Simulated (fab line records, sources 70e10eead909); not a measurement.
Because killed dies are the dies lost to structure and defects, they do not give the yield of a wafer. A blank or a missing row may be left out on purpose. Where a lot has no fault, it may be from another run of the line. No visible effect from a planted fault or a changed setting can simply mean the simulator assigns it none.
Chamber matching | flow nand_harc | pecvd-02 running NHARC_A_SGD_CUT_DEP_00: 3 sister chambers
The step deposits SiNx, target thk 50 nm. 6 wafers are shown with their chamber, then 10 later ones without.

## WAFERS, EACH WITH ITS CHAMBER
wafer  | chamber | heater_power_w (W) | susceptor_temp_C (C)
L086.6 | 0       | 770                | 400.00
L092.1 | 0       | 767                | 400.23
L092.5 | 1       | 786                | 399.40
L092.6 | 2       | 503                | 399.73
L091.1 | 2       | 511                | 400.09
L091.3 | 1       | 663                | 399.40

## WAFERS MISSING THEIR CHAMBER
wafer  | heater_power_w (W) | susceptor_temp_C (C)
L091.4 | 758                | 400.05
L093.1 | 710                | 399.66
L093.2 | 493                | 400.36
L093.3 | 636                | 400.01
L094.3 | 620                | 400.45
L094.4 | 718                | 399.92
L094.6 | 622                | 399.97
L096.2 | 724                | 399.84
L096.4 | 791                | 399.90
L096.5 | 533                | 400.20

## WHICH CHAMBER EACH WENT THROUGH
wafer  | from the rows above          | in truth
L091.4 | 0                            | 0
L093.1 | can't be placed: 1 or 0      | 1
L093.2 | 2                            | 2
L093.3 | can't be placed: 2 or 0 or 1 | 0
L094.3 | can't be placed: 0 or 2      | 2
L094.4 | can't be placed: 0 or 1      | 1
L094.6 | can't be placed: 2 or 0 or 1 | 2
L096.2 | can't be placed: 0 or 1      | 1
L096.4 | can't be placed: 0 or 1      | 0
L096.5 | 2                            | 2
Correctly placed: 3 of 10. Unplaceable from these rows: 7, with the true chamber sitting among the candidates in 7. Wrongly placed: 0.
How it was worked out, from the rows above alone: a wafer's distance from a chamber is the root of the sum, over the readings, of the square of ((its reading less the chamber's mean) divided by the reading's scatter). The wafer belongs to the nearest chamber; if the next one is less than 2 further off, it can't be placed. A chamber's mean is the mean of its shown wafers. How the scatter is found: for the shown wafers, subtract from each reading the mean of its chamber, square and add these, divide the total by (wafers less chambers), then take the root.
